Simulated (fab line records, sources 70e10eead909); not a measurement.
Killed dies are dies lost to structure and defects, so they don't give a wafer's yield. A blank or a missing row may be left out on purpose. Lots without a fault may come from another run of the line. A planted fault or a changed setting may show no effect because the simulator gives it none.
Which tool did it? | flow nand_harc | 11 lots, 33 wafers sampled, at 5 steps of a route of 1302

WHAT THE GAUGES READ, wafer by wafer
NHARC_END_SORT_01.
lot  | measured     | on        | killed_at_array
L103 | day 24 10:01 | prober-01 | 53 70 46
L105 | day 24 23:59 | prober-02 | 65 52 47
L109 | day 27 02:43 | prober-01 | 49 89 51
L113 | day 29 02:55 | prober-02 | 55 59 40
L114 | day 29 02:52 | prober-01 | 663 669 669
L117 | day 29 21:42 | prober-02 | 677 673 674
L122 | day 32 06:58 | prober-02 | 46 65 26
L120 | day 32 18:06 | prober-01 | 26 38 32
L123 | day 33 03:47 | prober-01 | 42 20 34
L124 | day 33 03:14 | prober-02 | 70 73 71
L125 | day 33 19:44 | prober-01 | 62 65 69

WHICH TOOL RAN EACH LOT (tool, then ch and the chambers of the sampled wafers, then the start)
lot  | NHARC_A_CONTACT_DEP_24          | NHARC_A_CONTACT_DESCUM_47          | NHARC_A_CONTACT_ETCH_49                       | NHARC_A_CONTACT_ETCH_111
L103 | pecvd-03 ch 0,1,2, day 21 07:40 | rie_diel-08 ch 0,1,2, day 21 15:46 | rie_diel-08 ch 1,2, day 21 17:34 or earlier   | har_cap_etch-03 ch 0,1, day 21 17:34
L105 | pecvd-02 ch 1,2, day 21 23:15   | rie_diel-12 ch 0,2, day 22 06:04   | rie_diel-12 ch 0,1, day 22 07:55 or earlier   | har_cap_etch-02 ch 0,1, day 22 07:55
L109 | pecvd-03 ch 0,1,2, day 23 18:50 | rie_diel-05 ch 0,3, day 24 01:53   | rie_diel-05 ch 2,3, day 24 03:47 or earlier   | har_cap_etch-01 ch 0,1, day 24 03:47
L113 | pecvd-04 ch 1,2, day 25 08:13   | rie_diel-08 ch 0,3, day 25 17:39   | rie_diel-08 ch 0,1, day 25 19:29 or earlier   | har_cap_etch-01 ch 0,1, day 25 19:29
L114 | pecvd-03 ch 0,2, day 25 19:45   | rie_diel-05 ch 0,3, day 26 02:48   | rie_diel-05 ch 0,1,3, day 26 04:37 or earlier | har_cap_etch-01 ch 0,1, day 26 04:37
L117 | pecvd-04 ch 0,1,2, day 26 14:29 | rie_diel-08 ch 0,1,2, day 27 00:49 | rie_diel-08 ch 0,2,3, day 27 02:36 or earlier | har_cap_etch-03 ch 0,1, day 27 02:36
L122 | pecvd-04 ch 0,1,2, day 29 04:49 | rie_diel-08 ch 0,3, day 29 10:34   | rie_diel-08 ch 0,3, day 29 11:04              | har_cap_etch-01 ch 0,1, day 29 13:38
L120 | pecvd-03 ch 1,2, day 29 05:01   | rie_diel-12 ch 0,3, day 29 11:58   | rie_diel-12 ch 0,2,3, day 29 13:50 or earlier | har_cap_etch-03 ch 1, day 29 13:50
L123 | pecvd-02 ch 0,1, day 29 20:20   | rie_diel-08 ch 0,1,2, day 30 02:04 | rie_diel-08 ch 0,2,3, day 30 04:02 or earlier | har_cap_etch-02 ch 1, day 30 04:02
L124 | pecvd-04 ch 0,1, day 29 23:22   | rie_diel-05 ch 1,2,3, day 30 06:29 | rie_diel-05 ch 0,1,2, day 30 08:20 or earlier | har_cap_etch-01 ch 0,1, day 30 08:20
L125 | pecvd-04 ch 0,1,2, day 30 12:34 | rie_diel-08 ch 0,3, day 30 18:02   | rie_diel-08 ch 0,1,3, day 30 19:58 or earlier | har_cap_etch-01 ch 0,1, day 30 19:58
- NHARC_A_CONTACT_DEP_24: deposits SiO2, target thk 500 nm.
- NHARC_A_CONTACT_DESCUM_47: chemistry O2, time 3 s.
- NHARC_A_CONTACT_ETCH_49: etches the open film in N2/H2, target depth 260 nm, time 475.3 s.
- NHARC_A_CONTACT_ETCH_111: etches the open film in C4F8/O2/Ar, time 140 s, target depth 700 nm.

THE ANSWER, worked out from the rows above alone
Rule: what is usual is taken from the lots themselves. Put in order of their means at a reading, lots are off if they are a third of the lots or fewer, leave a main group of 4 or more, and stand apart from it by a gap of 3 or more times the standard deviation of the main group's means; of several such gaps the widest counts. A main group whose means are all the same, to the digits that the tables above print for the reading, isn't used. A lot without any number at a reading at which 4 lots or more have one is off too. The other lots that the step has rows for count as sound.
Off: L114, L117, at NHARC_END_SORT_01 (killed_at_array). The main group: mean 52, standard deviation 13.
A tool fits if, at a process step before that reading, it ran every lot that is off, and no sound lot after the first of them. The gauges at NHARC_END_SORT_01 are tried like those tools. NHARC_A_CONTACT_ETCH_49 gives no start for some lots, so the hours and the order of its lots are those of NHARC_A_CONTACT_ETCH_111. None of those tried fits.

WHAT THE SIMULATOR HAD PUT IN
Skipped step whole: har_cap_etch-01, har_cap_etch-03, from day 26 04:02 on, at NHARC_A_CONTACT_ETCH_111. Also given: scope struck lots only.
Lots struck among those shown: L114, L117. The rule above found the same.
